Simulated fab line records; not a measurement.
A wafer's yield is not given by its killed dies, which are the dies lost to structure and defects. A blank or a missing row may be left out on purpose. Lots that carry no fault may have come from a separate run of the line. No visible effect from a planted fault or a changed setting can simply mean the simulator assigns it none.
fab line records	flow n5Finfet
record lots=7	wafers=21
route steps=1938 shown FIN_SAQP@133 DUMMY_GATE@221 SD_EPI_N@263 ILD0@338 SDB@347 HKMG_FIN@390
startH: hours from the record's first day to the start of the lot's first wafer shown	waitH: hours from the lot's prior step to this one	" same as the row above	L1.1+2: one row covering several wafers at once	- no value, or no start was given	* or withheld: withheld	< > ~ a bound
route shown NAME@n: names a module that has steps shown in the file, with the first one's number in the route	usual: mean and standard deviation over wafers with no fault	same: alike in all rows	chamber/n: place in a boat	sites: readings site by site	_std_site: standard deviation across them	_edge_site: inner sites' mean taken away from outer sites' mean	radiusMm: how far each site lies from the wafer's centre	mask NAME#n: copy n	behind: the most recent tool/chamber to have shaped the wafer	hold: why the lot went on hold/how many hours it stayed there/how the hold came to an end	device: whichever transistor did not switch (one of n, p or np)	end of line: the same wafers' tests at the end of the route	for a step that has no rows: nothing shown but its recipe	killed: dies lost to structure and defects at the first sort, not the wafer's yield	map: the dies of a wafer, with x for killed, . for not killed, _ for no die there
set.NAME: the setting the step ran with; set.NAME@STEP: the setting that earlier step ran with	model.NAME: the simulator's own value behind a step, which no gauge read
lots whose settings were changed on purpose; a table a step, a row a wafer
## steps
# step N5_FIN_SAQP_COAT_68
# recipe resist=SOC	tempC=250	timeS=60	spinRpm=1500	resistThkNm=100
lot.wafer	tool	chamber	startH	waitH	set.tempC
L075.3+4	lithoTrack-04	0	31.36	0.2	250
L075.5	"	0	"	"	238.9
L078.1	lithoTrack-05	0	49.90	0.3	244.6
L078.2+6	"	0	"	"	250
L079.4+5+6	lithoTrack-04	0	55.14	0.2	250
L090.3+5+6	lithoTrack-05	0	121.04	0.2	250
L091.2	lithoTrack-02	0	127.53	0.3	250
L091.4+6	"	0	"	"	259.7
L092.1+5	lithoTrack-04	0	132.98	0.3	250
L092.3	"	0	"	"	239.4
L094.2+3+5	lithoTrack-04	0	145.19	0.3	250
# step N5_FIN_SAQP_ETCH_69
# recipe chemistry=N2/H2	target=SOC	targetDepthA=1500	stopOn=SiNx	ionEnergyEv=100	biasW=61	pressureMtorr=30	sourceW=850	n2FlowSccm=200	h2FlowSccm=200
# step N5_FIN_SAQP_ETCH_67
# recipe chemistry=CH3F/O2	target=SiNx	targetDepthA=300	maskMaterial=SOC	pressureMtorr=30	sourceW=395	biasW=73	Ar_flow_sccm=150	CH3F_flow_sccm=30	O2_flow_sccm=20	ionEnergyEv=120
# step N5_FIN_SAQP_MANDREL2_REMOVE_60
# recipe chemistry=HBr/Cl2/O2	btTimeS=10	target=a-Si	stopOn=SiNx	endpoint=OES-SiCl	overEtchFrac=1	icpW=600	biasW=22	HBr_flow_sccm=150	Cl2_flow_sccm=80	O2_flow_sccm=5	pressureMtorr=10
# step N5_FIN_SAQP_HM_OPEN_33
# recipe chemistry=CH3F/O2	target=SiNx	maskMaterial=SiO2	targetDepthA=494	timeS=70.6	pressureMtorr=30	sourceW=395	biasW=73	Ar_flow_sccm=150	CH3F_flow_sccm=30	O2_flow_sccm=20	ionEnergyEv=120	ends=cleared
# usual etchRfOnTimeS=68.3/1.3
lot.wafer	tool	chamber	startH	waitH	set.timeS@FIN_SAQP_HM_DEP_03	etchRfOnTimeS	model.etch.depthNm
L075.3	rieDiel-01	3	32.46	0.2	33.6	71.0	36.67
L075.4	"	0	"	"	33.6	69.2	37.84
L075.5	"	1	"	"	33.6	70.9	38.13
L078.1	rieDiel-01	2	50.84	0.0	33.6	67.6	37.61
L078.2	"	0	"	"	37.32	75.0	41.57
L078.6	"	1	"	"	37.32	77.3	42.46
L079.4	rieDiel-04	3	56.21	0.1	33.6	67.6	37.13
L079.5	"	0	"	"	33.6	69.0	37.16
L079.6	"	2	"	"	33.6	68.6	37.68
L090.3	rieDiel-02	0	122.21	0.0	33.6	65.7	35.86
L090.5	"	0	"	"	33.6	67.5	36.82
L090.6	"	3	"	"	33.6	69.2	36.99
L091.2	rieDiel-04	2	128.46	0.0	35.86	71.7	39.46
L091.4	"	3	"	"	35.86	73.5	40.19
L091.6	"	3	"	"	35.86	73.2	40.19
L092.1	rieDiel-01	1	133.92	0.0	33.6	67.0	36.55
L092.3	"	2	"	"	33.6	66.5	36.42
L092.5	"	2	"	"	33.6	67.6	37.14
L094.2	rieDiel-01	0	146.29	0.0	32.1	63.7	34.85
L094.3	"	2	"	"	33.6	67.7	36.74
L094.5	"	0	"	"	32.1	64.1	35.07
# step N5_FIN_SAQP_ETCH_34
# recipe chemistry=C4F6/O2	target=SiO2	targetDepthA=450	timeS=15	ionEnergyEv=250	pressureMtorr=30	sourceW=345	biasW=185	Ar_flow_sccm=300	C4F6_flow_sccm=10	O2_flow_sccm=10	ends=cleared
lot.wafer	tool	chamber	startH	waitH	set.timeS@FIN_SAQP_HM_DEP_03	model.SiNx_of_FIN_SAQP_HM_DEP_03.thkNm
L075.3	rieDiel-01	3	32.53	0.0	33.6	33.8
L075.4	"	0	"	"	33.6	35
L075.5	"	1	"	"	33.6	35.2
L078.1	rieDiel-01	2	50.91	0.0	33.6	34.8
L078.2	"	0	"	"	37.32	38.6
L078.6	"	1	"	"	37.32	39.6
L079.4+5	rieDiel-04	3,0	56.26	0.0	33.6	34.2
L079.6	"	2	"	"	33.6	34.8
L090.3	rieDiel-02	0	122.28	0.0	33.6	33
L090.5	"	0	"	"	33.6	33.8
L090.6	"	3	"	"	33.6	34
L091.2	rieDiel-04	2	128.53	0.0	35.86	36.6
L091.4+6	"	3	"	"	35.86	37.2
L092.1+3	rieDiel-01	1,2	133.99	0.0	33.6	33.6
L092.5	"	2	"	"	33.6	34.2
L094.2	rieDiel-01	0	146.36	0.0	32.1	32
L094.3	"	2	"	"	33.6	33.8
L094.5	"	0	"	"	32.1	32.2
# step N5_FIN_SAQP_STRIP_77
# recipe chemistry=N2/H2	timeS=90	powerW=100	tempC=40	pressureMtorr=100	rfFrequencyHz=6e+07	biasPowerW=3	n2FlowSccm=300	h2FlowSccm=300
# step N5_FIN_SAQP_PRECLEAN_38
# recipe chemistry=O3/DIW	timeS=45	tempC=22	o3Ppm=10
# step N5_FIN_SAQP_PRECLEAN_45
# recipe chemistry=dHF	timeS=10	dilution=500:1	tempC=25
lot.wafer	tool	chamber	startH	waitH	set.timeS@FIN_SAQP_HM_DEP_03	model.SiNx_of_FIN_SAQP_HM_DEP_03.thkNm
L075.3	wetBench-05	2	32.92	0.0	33.6	20.2
L075.4	"	5	"	"	33.6	21.6
L075.5	"	0	"	"	33.6	22
L078.1	wetBench-06	3	51.30	0.0	33.6	21.2
L078.2	"	2	"	"	37.32	25.4
L078.6	"	7	"	"	37.32	26.2
L079.4+5	wetBench-06	7,3	56.64	0.0	33.6	20.8
L079.6	"	6	"	"	33.6	21.2
L090.3	wetBench-06	6	122.68	0.0	33.6	19.4
L090.5	"	4	"	"	33.6	20.2
L090.6	"	5	"	"	33.6	20.6
L091.2	wetBench-06	1	128.93	0.0	35.86	23
L091.4+6	"	7,0	"	"	35.86	23.8
L092.1	wetBench-03	7	134.38	0.0	33.6	20.2
L092.3	"	0	"	"	33.6	20
L092.5	"	1	"	"	33.6	20.6
L094.2	wetBench-03	4	146.75	0.0	32.1	18.4
L094.3	"	2	"	"	33.6	20.4
L094.5	"	3	"	"	32.1	18.6
# step N5_DUMMY_GATE_PECVD_30
# recipe material=SiO2	targetThkA=550	tempC=400	precursor=TEOS/O2	pressureTorr=6.5	rfW=withheld	teosFlowSccm=withheld	gas=O2	flowSccm=2650	timeS=10.8
lot.wafer	tool	chamber	startH	waitH	set.timeS	model.SiO2_of_DUMMY_GATE_PECVD_30.thkNm
L075.3	pecvd-04	1	56.77	0.0	10.8	54.6
L075.4	"	1	"	"	10.8	55.2
L075.5	"	2	"	"	10.26	52.6
L078.1	pecvd-04	0	69.75	0.0	10.8	55.2
L078.2	"	1	"	"	10.8	54.8
L078.6	"	2	"	"	11.99	61.8
L079.4	pecvd-03	1	77.16	0.1	10.8	54.6
L079.5+6	"	2,0	"	"	10.8	55.2
L090.3	pecvd-03	1	141.86	0.0	9.687	48.6
L090.5	"	2	"	"	9.687	49.2
L090.6	"	0	"	"	10.8	56.2
L091.2	pecvd-03	1	148.00	0.0	10.8	54.2
L091.4	"	1	"	"	10.17	52
L091.6	"	0	"	"	10.17	52.2
L092.1	pecvd-04	1	152.99	0.0	10.8	54
L092.3	"	2	"	"	10.8	54.2
L092.5	"	0	"	"	11.89	60.8
L094.2	pecvd-01	0	168.60	0.0	10.8	54.6
L094.3	"	2	"	"	10.8	53.8
L094.5	"	0	"	"	12.33	62.2
# step N5_DUMMY_GATE_COAT_28
# recipe resist=underlayer	tempC=205	timeS=60	spinRpm=1500	resistThkNm=10
lot.wafer	tool	chamber	startH	waitH	set.tempC
L075.3+5	lithoTrack-05	0	-	-	212.2
L075.4	"	0	"	"	205
L078.1	lithoTrack-05	0	-	-	205
L078.2+6	"	0	"	"	211.9
L079.4+5+6	lithoTrack-01	0	-	-	205
L090.3+5+6	lithoTrack-05	0	-	-	205
L091.2+6	lithoTrack-04	0	-	-	199.7
L091.4	"	0	"	"	205
L092.1+5	lithoTrack-01	0	-	-	213.7
L092.3	"	0	"	"	205
L094.2+5	lithoTrack-01	0	-	-	198.3
L094.3	"	0	"	"	205
# step N5_DUMMY_GATE_COAT_09
# recipe resist=CAR-EUV	spinRpm=1500	resistThkNm=30
# step N5_DUMMY_GATE_EBR_11
# recipe solvent=PGMEA	ebrWidthMm=1.5
# step N5_DUMMY_GATE_STRIP_41
# recipe chemistry=O2	powerW=400	tempC=40	pressureMtorr=30	rfFrequencyHz=6e+07	biasPowerW=0	overashFraction=0.3	o2FlowSccm=225
# step N5_DUMMY_GATE_HM_OPEN_21
# recipe chemistry=CH3F/O2	target=SiNx	targetDepthA=1200	Ar_flow_sccm=150	CH3F_flow_sccm=30	O2_flow_sccm=23	timeS=171.4	pressureMtorr=30	sourceW=395	biasW=73	ionEnergyEv=120.7
# step N5_DUMMY_GATE_ETCH_32
# recipe chemistry=CF4	target=SiO2	targetDepthA=35	timeS=3.9	ionEnergyEv=350	pressureMtorr=10	icpW=800	biasW=400	cf4FlowSccm=80
lot.wafer	tool	chamber	startH	waitH	set.timeS@DUMMY_GATE_PECVD_30	model.SiO2_of_DUMMY_GATE_PECVD_30.thkNm
L075.3	rieSi-03	2	57.98	0.1	10.8	40.8
L075.4	"	0	"	"	10.8	42
L075.5	"	2	"	"	10.26	39.4
L078.1	rieSi-05	0	70.87	0.1	10.8	42
L078.2	"	3	"	"	10.8	41.2
L078.6	"	1	"	"	11.99	48.4
L079.4	rieSi-05	1	78.98	0.1	10.8	41.2
L079.5	"	3	"	"	10.8	42
L079.6	"	0	"	"	10.8	41.6
L090.3	rieSi-04	3	143.34	0.1	9.687	35.4
L090.5	"	1	"	"	9.687	35.8
L090.6	"	2	"	"	10.8	42.6
L091.2	rieSi-04	3	149.13	0.1	10.8	40.4
L091.4+6	"	2,1	"	"	10.17	38.6
L092.1	rieSi-04	2	154.12	0.1	10.8	40.4
L092.3	"	0	"	"	10.8	40.6
L092.5	"	2	"	"	11.89	47.4
L094.2	rieSi-05	3	169.73	0.1	10.8	41.2
L094.3	"	1	"	"	10.8	40.2
L094.5	"	3	"	"	12.33	48.6
# step N5_SD_EPI_N_COAT_33
# recipe resist=SiARC	tempC=220	timeS=60	spinRpm=1500	resistThkNm=35
lot.wafer	tool	chamber	startH	waitH	set.spinRpm	model.SiARC_of_SD_EPI_N_COAT_33.thkNm
L075.3+5	lithoTrack-02	0	-	-	1500	35.2
L075.4	"	0	"	"	1500	35
L078.1+6	lithoTrack-05	0	-	-	1654	33.4
L078.2	"	0	"	"	1500	35
L079.4+5	lithoTrack-05	0	-	-	1500	35
L079.6	"	0	"	"	1500	34.8
L090.3+5+6	lithoTrack-05	0	-	-	1500	35
L091.2	lithoTrack-03	0	-	-	1593	34.2
L091.4	"	0	"	"	1593	34
L091.6	"	0	"	"	1500	35.2
L092.1+3+5	lithoTrack-03	0	-	-	1500	35
L094.2+3+5	lithoTrack-02	0	-	-	1500	35
# step N5_SD_EPI_N_COAT_03
# recipe resist=CAR-ArF-block	spinRpm=1500	resistThkNm=150
# step N5_SD_EPI_N_EBR_05
# recipe solvent=PGMEA	ebrWidthMm=1.5
# step N5_SD_EPI_N_DESCUM_14
# recipe chemistry=O2	timeS=7.9	sourcePowerW=50	biasPowerW=20	pressureMtorr=20	rfFrequencyHz=2.712e+07	tempC=40	resist=CAR-ArF-block	o2FlowSccm=225
# step N5_SD_EPI_N_ETCH_34
# recipe chemistry=CF4	target=SiARC	targetDepthA=455	maskMaterial=CAR-ArF-block	timeS=75.8	ionEnergyEv=80	pressureMtorr=40	sourceW=545	biasW=36	Ar_flow_sccm=100	cf4FlowSccm=100	ends=cleared
lot.wafer	tool	chamber	startH	waitH	set.spinRpm@SD_EPI_N_COAT_33	model.etch.depthNm	model.CAR-ArF-block_of_SD_EPI_N_COAT_03.thkNm
L075.3	rieDiel-04	3	59.59	0.0	1500	35.11	111.2
L075.4	"	2	"	"	1500	35.04	111.6
L075.5	"	3	"	"	1500	35.12	111.4
L078.1	rieDiel-04	0	72.49	0.0	1654	33.48	112.6
L078.2	"	3	"	"	1500	35.06	110.8
L078.6	"	2	"	"	1654	33.33	112.8
L079.4	rieDiel-04	3	81.10	0.0	1500	35.03	111.4
L079.5	"	0	"	"	1500	35.01	111.2
L079.6	"	2	"	"	1500	34.83	111.6
L090.3	rieDiel-02	2	145.44	0.0	1500	35	111
L090.5	"	0	"	"	1500	35.06	111
L090.6	"	2	"	"	1500	35.09	111.2
L091.2	rieDiel-04	2	151.06	0.0	1593	34.11	112.2
L091.4	"	1	"	"	1593	34.01	112.2
L091.6	"	0	"	"	1500	35.12	110.8
L092.1	rieDiel-02	0	155.60	0.0	1500	35.04	112
L092.3	"	2	"	"	1500	35.09	112
L092.5	"	2	"	"	1500	35.04	111.6
L094.2+3	rieDiel-02	3,2	171.21	0.0	1500	35.04	110.6
L094.5	"	2	"	"	1500	35.03	111.2
# step N5_SD_EPI_N_ETCH_35
# recipe chemistry=N2/H2	target=SOC	overetchA=1080	maskMaterial=SiARC	tempC=40	ionEnergyEv=100	sourceW=3000	biasW=133	pressureMtorr=20	timeS=486	n2FlowSccm=200	h2FlowSccm=200
lot.wafer	tool	chamber	startH	waitH	set.timeS	model.SD_EPI_N.cdNm	model.SiARC_of_SD_EPI_N_COAT_33.thkNm
L075.3	rieDiel-04	3	59.65	0.0	486	119.2	19.6
L075.4	"	2	"	"	440.5	119	20.8
L075.5	"	3	"	"	486	121.8	19.4
L078.1	rieDiel-04	0	72.55	0.0	486	119.4	18.4
L078.2	"	3	"	"	486	120.4	19.6
L078.6	"	2	"	"	486	120	17.8
L079.4	rieDiel-04	3	81.29	0.2	486	119.6	19.6
L079.5	"	0	"	"	486	118.6	19.8
L079.6	"	2	"	"	486	120.4	19.4
L090.3	rieDiel-02	2	145.49	0.0	378.7	115.8	23.2
L090.5	"	0	"	"	486	120.2	19.6
L090.6	"	2	"	"	378.7	115.4	23.2
L091.2+4	rieDiel-04	2,1	151.12	0.0	486	119.8	18.6
L091.6	"	0	"	"	387.6	116	23
L092.1	rieDiel-02	0	155.66	0.0	395.7	116.2	22.4
L092.3	"	2	"	"	486	118	19.8
L092.5	"	2	"	"	486	118.2	19.8
L094.2	rieDiel-02	3	171.27	0.0	378.5	117	23.4
L094.3	"	2	"	"	486	118.2	20
L094.5	"	2	"	"	486	119.8	19.8
# step N5_SD_EPI_N_STRIP_36
# recipe chemistry=N2/H2	tempC=40	n2FlowSccm=200	h2FlowSccm=200	rfFrequencyHz=6e+07
# step N5_SD_EPI_N_ETCHBACK_44
# recipe chemistry=CH3F/O2	mode=anisotropicEtchback	target=SiNx	targetDepthA=145	stopOn=SiO2	overEtchFrac=0.3	ionEnergyEv=120	pressureMtorr=30	sourceW=395	biasW=73	Ar_flow_sccm=150	CH3F_flow_sccm=30	O2_flow_sccm=20
# usual oesProductAu=0.71/0.076
lot.wafer	tool	chamber	startH	waitH	set.timeS@SD_EPI_N_ETCH_35	oesProductAu
L075.3	rieDiel-04	3	59.97	0.0	486	0.79
L075.4	"	2	"	"	440.5	0.79
L075.5	"	3	"	"	486	0.79
L078.1	rieDiel-04	0	72.87	0.0	486	0.63
L078.2	"	3	"	"	486	0.78
L078.6	"	2	"	"	486	0.78
L079.4	rieDiel-04	3	81.51	0.1	486	0.77
L079.5	"	0	"	"	486	0.63
L079.6	"	2	"	"	486	0.77
L090.3	rieDiel-02	2	145.82	0.0	378.7	0.31
L090.5	"	0	"	"	486	0.59
L090.6	"	2	"	"	378.7	0.33
L091.2	rieDiel-04	2	151.44	0.0	486	0.73
L091.4	"	1	"	"	486	0.77
L091.6	"	0	"	"	387.6	0.36
L092.1	rieDiel-02	0	155.98	0.0	395.7	0.55
L092.3	"	2	"	"	486	0.63
L092.5	"	2	"	"	486	0.63
L094.2	rieDiel-02	3	171.59	0.0	378.5	0.28
L094.3	"	2	"	"	486	0.62
L094.5	"	2	"	"	486	0.63
# step N5_ILD0_CMP_03
# recipe stopOn=SiNx	tOverpolishS=1.9	postCmpClean=alkalineBrush	downForcePsi=4.1491	platenRpm=51.796	padVelocityMS=1.0306	targetThkNm=197.38
# usual timeToEndpointS=69/3.5
lot.wafer	tool	chamber	startH	waitH	set.downForcePsi	timeToEndpointS
L075.3	cmp-01	0	75.44	0.1	3.413	81
L075.4	"	1	"	"	3.413	85
L075.5	"	2	"	"	4.1491	67
L078.1	cmp-03	2	100.36	0.0	4.1491	64
L078.2	"	3	"	"	3.708	69
L078.6	"	2	"	"	4.1491	64
L079.4	cmp-01	1	100.62	0.1	4.1491	70
L079.6	"	3	"	"	4.1491	65
L079.5	"	0	"	"	4.1491	66
L090.3	cmp-02	2	157.57	0.0	4.554	59
L090.5	"	2	"	"	4.1491	68
L090.6	"	3	"	"	4.1491	67
L091.4	cmp-01	0	163.13	0.0	4.1491	68
L091.2	"	2	"	"	4.524	62
L091.6	"	0	"	"	4.524	62
L092.1	cmp-02	3	168.34	0.1	4.639	65
L092.3	"	0	"	"	4.1491	73
L092.5	"	2	"	"	4.639	65
L094.3	cmp-02	1	183.37	0.1	3.368	90
L094.2	"	3	"	"	4.1491	74
L094.5	"	1	"	"	4.1491	80
# step N5_SDB_HM_DEP_00
# recipe material=SiNx	targetThkA=400	tempC=400	precursor=SiH4/NH3/N2	pressureTorr=1.5	rfW=300	timeS=35.3
lot.wafer	tool	chamber	startH	waitH	set.timeS	model.SiNx_of_SDB_HM_DEP_00.thkNm
L075.3	pecvd-04	0	79.26	0.0	38.33	43
L075.4	"	1	"	"	38.33	44.2
L075.5	"	0	"	"	35.3	40
L078.1	pecvd-01	0	104.26	0.0	35.3	39
L078.2	"	2	"	"	35.3	39.4
L078.6	"	1	"	"	35.3	40.8
L079.4	pecvd-01	2	104.79	0.1	35.3	39.4
L079.5	"	0	"	"	35.3	39.2
L079.6	"	1	"	"	35.3	40
L090.3	pecvd-01	0	161.62	0.0	35.3	39.6
L090.5	"	1	"	"	35.3	40.4
L090.6	"	2	"	"	38.01	43
L091.2	pecvd-04	0	167.30	0.0	30.86	34.8
L091.4	"	2	"	"	30.86	35.6
L091.6	"	0	"	"	35.3	40.2
L092.1	pecvd-04	1	172.20	0.0	35.3	40.2
L092.3	"	0	"	"	35.3	39.8
L092.5	"	0	"	"	33.1	38
L094.2	pecvd-02	2	187.50	0.0	37.63	42.6
L094.3	"	0	"	"	35.3	39.4
L094.5	"	2	"	"	35.3	40.4
# step N5_SDB_COAT_03
# recipe resist=SOC	tempC=250	timeS=60	spinRpm=1500	resistThkNm=100
# step N5_SDB_COAT_04
# recipe resist=SiARC	tempC=220	timeS=60	spinRpm=1500	resistThkNm=18
# step N5_SDB_STRIP_19
# recipe chemistry=N2/H2	tempC=40	n2FlowSccm=200	h2FlowSccm=200	rfFrequencyHz=6e+07
# step N5_SDB_STRIP_21
# recipe chemistry=CF4	resist=SiARC	powerW=300	biasPowerW=75	pressureMtorr=50	cf4FlowSccm=150	rfFrequencyHz=6e+07
# step N5_SDB_HM_OPEN_20
# recipe chemistry=CH3F/O2	target=SiNx	maskMaterial=SOC	targetDepthA=240	stopOn=poly-Si	overEtchFrac=0.4	ionEnergyEv=120	pressureMtorr=30	sourceW=395	biasW=73	Ar_flow_sccm=150	CH3F_flow_sccm=30	O2_flow_sccm=20
lot.wafer	tool	chamber	startH	waitH	set.timeS@SDB_HM_DEP_00	model.etch.depthNm
L075.3	rieDiel-04	0	79.90	0.0	38.33	26.97
L075.4	"	3	"	"	38.33	28.12
L075.5	"	0	"	"	35.3	23.97
L078.1	rieDiel-02	3	104.90	0.0	35.3	23.03
L078.2	"	0	"	"	35.3	23.36
L078.6	"	1	"	"	35.3	24.82
L079.4	rieDiel-02	3	105.53	0.0	35.3	23.47
L079.5	"	0	"	"	35.3	23.3
L079.6	"	1	"	"	35.3	24.08
L090.3	rieDiel-02	2	162.44	0.0	35.3	23.58
L090.5	"	1	"	"	35.3	24.47
L090.6	"	2	"	"	38.01	27.02
L091.2	rieDiel-01	0	168.07	0.0	30.86	18.79
L091.4	"	2	"	"	30.86	19.64
L091.6	"	1	"	"	35.3	24.22
L092.1	rieDiel-02	2	173.18	0.0	35.3	24.11
L092.3	"	0	"	"	35.3	23.74
L092.5	"	1	"	"	33.1	21.99
L094.2	rieDiel-02	1	188.31	0.0	37.63	26.65
L094.3	"	2	"	"	35.3	23.5
L094.5	"	0	"	"	35.3	24.38
# step N5_HKMG_FIN_COAT_41
# recipe resist=SOC	tempC=250	timeS=60	spinRpm=1500	resistThkNm=300
lot.wafer	tool	chamber	startH	waitH	set.spinRpm	model.SOC_of_HKMG_FIN_COAT_41.thkNm
L075.3	lithoTrack-03	0	85.03	-	1500	300.8
L075.4+5	"	0	"	"	1407	310.6
L078.1	lithoTrack-03	0	110.39	-	1576	293.8
L078.2	"	0	"	"	1500	301.4
L078.6	"	0	"	"	1500	300.8
L079.4	lithoTrack-03	0	111.09	-	1500	301.2
L079.5	"	0	"	"	1500	300.4
L079.6	"	0	"	"	1500	300.6
L090.3	lithoTrack-02	0	169.15	-	1662	284.4
L090.5	"	0	"	"	1500	299.4
L090.6	"	0	"	"	1662	284.2
L091.2	lithoTrack-03	0	173.54	-	1448	305
L091.4	"	0	"	"	1500	300.6
L091.6	"	0	"	"	1500	299.2
L092.1	lithoTrack-02	0	177.97	-	1500	300
L092.3	"	0	"	"	1500	299.8
L092.5	"	0	"	"	1500	299.6
L094.2	lithoTrack-03	0	193.38	-	1500	300.4
L094.3	"	0	"	"	1500	299.2
L094.5	"	0	"	"	1372	314.2
## key
split step=N5_FIN_SAQP_COAT_68	setting=tempC	stated=250	by=wafer
response none clear
split step=N5_DUMMY_GATE_PECVD_30	setting=timeS	stated=10.8	by=wafer
response step=N5_DUMMY_GATE_PECVD_30	reading=model.SiO2_of_DUMMY_GATE_PECVD_30.thkNm	change=+0.602	per=1%	r=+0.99
response step=N5_DUMMY_GATE_ETCH_32	reading=model.SiO2_of_DUMMY_GATE_PECVD_30.thkNm	change=+0.593	per=1%	r=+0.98
split step=N5_DUMMY_GATE_COAT_28	setting=tempC	stated=205	by=wafer
response none clear
split step=N5_SD_EPI_N_COAT_33	setting=spinRpm	stated=1500	by=wafer
response step=N5_SD_EPI_N_COAT_33	reading=model.SiARC_of_SD_EPI_N_COAT_33.thkNm	change=-0.162	per=1%	r=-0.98
response step=N5_SD_EPI_N_ETCH_34	reading=model.etch.depthNm	change=-0.164	per=1%	r=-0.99
response step=N5_SD_EPI_N_ETCH_34	reading=model.CAR-ArF-block_of_SD_EPI_N_COAT_03.thkNm	change=+0.196	per=1%	r=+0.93
split step=N5_SD_EPI_N_ETCH_35	setting=timeS	stated=486	by=wafer
response step=N5_SD_EPI_N_ETCH_35	reading=model.SD_EPI_N.cdNm	change=+0.15	per=1%	r=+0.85
response step=N5_SD_EPI_N_ETCH_35	reading=model.SiARC_of_SD_EPI_N_COAT_33.thkNm	change=-0.168	per=1%	r=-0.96
response step=N5_SD_EPI_N_ETCHBACK_44	reading=oesProductAu	change=+0.0127	per=1%	r=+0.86
split step=N5_ILD0_CMP_03	setting=downForcePsi	stated=4.1491	by=wafer
response step=N5_ILD0_CMP_03	reading=timeToEndpointS	change=*	per=1%	r=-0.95
split step=N5_SDB_HM_DEP_00	setting=timeS	stated=35.3	by=wafer
response step=N5_SDB_HM_DEP_00	reading=model.SiNx_of_SDB_HM_DEP_00.thkNm	change=+0.394	per=1%	r=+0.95
response step=N5_SDB_HM_OPEN_20	reading=model.etch.depthNm	change=+0.393	per=1%	r=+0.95
split step=N5_HKMG_FIN_COAT_41	setting=spinRpm	stated=1500	by=wafer
response step=N5_HKMG_FIN_COAT_41	reading=model.SOC_of_HKMG_FIN_COAT_41.thkNm	change=-1.51	per=1%	r=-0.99
split outsideThisFile step=N5_FIN_SAQP_HM_DEP_03 setting=timeS
# split outsideThisFile: this setting was split too, and the file shows its column; the key of that split is in another file
